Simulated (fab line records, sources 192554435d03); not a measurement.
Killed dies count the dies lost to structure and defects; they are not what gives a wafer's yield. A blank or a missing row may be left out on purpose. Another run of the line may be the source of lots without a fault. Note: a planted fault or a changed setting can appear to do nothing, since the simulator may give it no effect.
Lot-split experiment ; flow n5 finfet ; on a route of 1938 steps: 7 lots, 39 wafers read

THE SPLIT
At N5_MOL_CONTACT_COAG_CVD_140 (deposits W, target thk 66.5 nm, time 215 s), the setting target thk a was moved away from the recipe's 665 angstrom on 18 of the 39 wafers read, by -52.9% to +54.4%. For the rest of the wafers, this setting stayed at what the recipe calls for.

The split's own step is where the reading is taken.

THE READING
W_of_MOL_CONTACT_COAG_CVD_140.thk nm (the simulator's own value, which no gauge read), in nm, at N5_MOL_CONTACT_COAG_CVD_140 (deposits W, target thk 66.5 nm, time 215 s). The file gives no usual value for it. Across the 21 wafers here that went through the recipe, the average is 66.7 nm and the standard deviation 0.64 nm.

wafer;tool, chamber at the split;target thk a as run, angstrom;against the recipe;W_of_MOL_CONTACT_COAG_CVD_140.thk nm, nm;against lot-mates on the recipe
L075.1;cvd w-02, 0;313.2;-52.9%;32.6;-34.3
L075.2;cvd w-02, 1;665;recipe;67;-
L075.3;cvd w-02, 1;313.2;-52.9%;31.4;-35.5
L075.4;cvd w-02, 0;665;recipe;67.4;-
L075.5;cvd w-02, 0;313.2;-52.9%;32.8;-34.1
L075.6;cvd w-02, 1;665;recipe;66.4;-
L076.2;cvd w-01, 0;665;recipe;66.4;-
L076.3;cvd w-01, 0;665;recipe;65.8;-
L076.5;cvd w-01, 0;665;recipe;66.2;-
L077.1;cvd w-01, 1;418.9;-37.0%;43.6;-23.8
L077.2;cvd w-01, 0;418.9;-37.0%;41.8;-25.6
L077.3;cvd w-01, 1;665;recipe;67.2;-
L077.4;cvd w-01, 0;665;recipe;67.4;-
L077.5;cvd w-01, 1;665;recipe;67.6;-
L077.6;cvd w-01, 0;418.9;-37.0%;42.2;-25.2
L078.1;cvd w-01, 0;410.2;-38.3%;40.2;-26.6
L078.2;cvd w-01, 1;410.2;-38.3%;41.2;-25.6
L078.3;cvd w-01, 0;410.2;-38.3%;40.6;-26.2
L078.4;cvd w-01, 1;665;recipe;67;-
L078.5;cvd w-01, 0;665;recipe;66.6;-
L078.6;cvd w-01, 1;665;recipe;66.8;-
L086.1;cvd w-01, 0;665;recipe;66.2;-
L086.2;cvd w-01, 1;980.2;+47.4%;99;+32.6
L086.3;cvd w-01, 0;665;recipe;66;-
L086.4;cvd w-01, 1;980.2;+47.4%;99.4;+33.0
L086.5;cvd w-01, 0;665;recipe;67;-
L086.6;cvd w-01, 1;980.2;+47.4%;98;+31.6
L092.1;cvd w-02, 1;1027;+54.4%;101.6;+34.9
L092.2;cvd w-02, 0;665;recipe;67;-
L092.3;cvd w-02, 0;665;recipe;67.8;-
L092.4;cvd w-02, 1;1027;+54.4%;102.2;+35.5
L092.5;cvd w-02, 1;665;recipe;65.4;-
L092.6;cvd w-02, 0;1027;+54.4%;103.2;+36.5
L094.1;cvd w-02, 1;523;-21.4%;51.2;-15.2
L094.2;cvd w-02, 0;665;recipe;66.6;-
L094.3;cvd w-02, 1;523;-21.4%;50.8;-15.6
L094.4;cvd w-02, 0;523;-21.4%;53.2;-13.2
L094.5;cvd w-02, 1;665;recipe;65.6;-
L094.6;cvd w-02, 0;665;recipe;67;-

THE FIT
A straight line over all 39 wafers: W_of_MOL_CONTACT_COAG_CVD_140.thk nm changes by +0.663 nm for each +1% of target thk a; r = +1.00; the points scatter about the line by 0.81 nm.
The same after taking each lot's own level away (the mean of its wafers on the recipe; 39 wafers): +0.667 nm for each +1%; r = +1.00; scatter 0.75 nm.
The reading moves by 36 nm for the largest change in target thk a, on that fit.
The lots' own levels span 66.13 to 67.40 nm, that is 2.0 times the standard deviation above.
So the lot-to-lot level changes the slope little: the two slopes agree.
Check: +36.5 nm against its lot-mates is what the line predicts for one of the wafers moved furthest among these (+54.4%) when that wafer is left out of the fit. Against them it came out at +34.9 nm.

THESE WAFERS: OTHER SPLITS
Note: prior to the reading, these wafers also went through further splits. Each is held against what the fit with the lots' levels taken away leaves over:
other split on the same wafers;wafers away from the commonest value;r with W_of_MOL_CONTACT_COAG_CVD_140.thk nm (lot level and that fit taken away)
N5_FIN_SAQP_ETCH_65 time s;15;-0.02
N5_SD_EPI_N_ETCH_35 time s;15;+0.06
N5_HKMG_FIN_ALD_71 ald cycles;6;-0.15

THE WHOLE CHAIN: every reading that the file lists as answering this split, in the file's order
step;what it does;reading;change (the file's fit);r (the file's)
N5_MOL_CONTACT_COAG_CVD_140;deposits W, target thk 66.5 nm, time 215 s;W_of_MOL_CONTACT_COAG_CVD_140.thk nm (the simulator's own value, which no gauge read);+0.667 nm for each +1% of the setting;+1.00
N5_MOL_CONTACT_COAG_CMP_52;polishes, stops on SiO2, t overpolish 1.5 s, target thk 66.5 nm;W_of_MOL_CONTACT_COAG_CVD_140.thk nm (the simulator's own value, which no gauge read);not straight: 32.27 at the lowest setting, 66.6 at the recipe, 65 at the highest;not given

FILE'S OWN FIT
W_of_MOL_CONTACT_COAG_CVD_140.thk nm changes by +0.667 nm for each +1% of target thk a, r = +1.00.
